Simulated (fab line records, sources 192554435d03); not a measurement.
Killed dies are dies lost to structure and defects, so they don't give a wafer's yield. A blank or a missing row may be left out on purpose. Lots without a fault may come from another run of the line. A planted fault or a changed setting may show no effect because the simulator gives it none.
Which tool did it? | flow n5_finfet | 10 lots, 26 wafers sampled, at 3 steps of a route of 1938

WHAT THE GAUGES READ, wafer by wafer
N5_BEOL_M11_OCD_MEAS_38.
lot  | measured     | on     | trench_depth_nm (nm)
L249 | day 10 20:30 | ocd-01 | 153 155 150
L251 | day 11 04:14 | ocd-02 | 148 143 151
L252 | day 11 15:40 | ocd-02 | 149 152 154
L257 | day 12 15:34 | ocd-02 | 154 159
L260 | day 13 19:16 | ocd-02 | 154 157
L262 | day 14 02:56 | ocd-02 | 163 152
L267 | day 15 00:38 | ocd-02 | 154 154 156
L264 | day 15 10:04 | ocd-01 | 150 148 150
L268 | day 16 00:09 | ocd-02 | 145 146
L269 | day 16 10:20 | ocd-01 | 148 147 147

WHICH TOOL RAN EACH LOT (tool, then ch and the chambers of the sampled wafers, then the start)
lot  | N5_BEOL_M11_HM_OPEN_17            | N5_BEOL_M11_TRENCH_ETCH_37
L249 | rie_metal-01 ch 0, day 10 17:59   | rie_diel-03 ch 0,1,3, day 10 20:18
L251 | rie_metal-03 ch 0,1, day 11 02:51 | rie_diel-05 ch 0,1,3, day 11 04:04
L252 | rie_metal-01 ch 0,1, day 11 12:52 | rie_diel-03 ch 0,2,3, day 11 15:29
L257 | rie_metal-03 ch 0, day 12 13:04   | rie_diel-03 ch 0,2, day 12 15:22
L260 | rie_metal-02 ch 0,1, day 13 17:58 | rie_diel-03 ch 1,3, day 13 19:05
L262 | rie_metal-03 ch 1, day 14 01:41   | rie_diel-03 ch 1,3, day 14 02:44
L267 | rie_metal-02 ch 0,1, day 14 20:57 | rie_diel-04 ch 0,2, day 15 00:27
L264 | rie_metal-02 ch 0,1, day 15 08:28 | rie_diel-05 ch 0,2,3, day 15 09:53
L268 | rie_metal-02 ch 0,1, day 15 22:00 | rie_diel-05 ch 1, day 15 23:58
L269 | rie_metal-03 ch 0,1, day 16 07:58 | rie_diel-05 ch 1,2, day 16 10:09
- N5_BEOL_M11_HM_OPEN_17: chemistry Cl2/BCl3, target TiN, target depth 20 nm, overetch 6 nm.
- N5_BEOL_M11_TRENCH_ETCH_37: etches SiCOH lowk in C4F6/O2, target depth 148.83 nm, time 48 s.

THE ANSWER, worked out from the rows above alone
Rule: what is usual is taken from the lots themselves. Put in order of their means at a reading, lots are off if they are a third of the lots or fewer, leave a main group of 4 or more, and stand apart from it by a gap of 3 or more times the standard deviation of the main group's means; of several such gaps the widest counts. A main group whose means are all the same, to the digits that the tables above print for the reading, isn't used. A lot without any number at a reading at which 4 lots or more have one is off too. The other lots that the step has rows for count as sound.
No lot is off at any reading shown: from this, nothing can be told.

WHAT THE SIMULATOR HAD PUT IN
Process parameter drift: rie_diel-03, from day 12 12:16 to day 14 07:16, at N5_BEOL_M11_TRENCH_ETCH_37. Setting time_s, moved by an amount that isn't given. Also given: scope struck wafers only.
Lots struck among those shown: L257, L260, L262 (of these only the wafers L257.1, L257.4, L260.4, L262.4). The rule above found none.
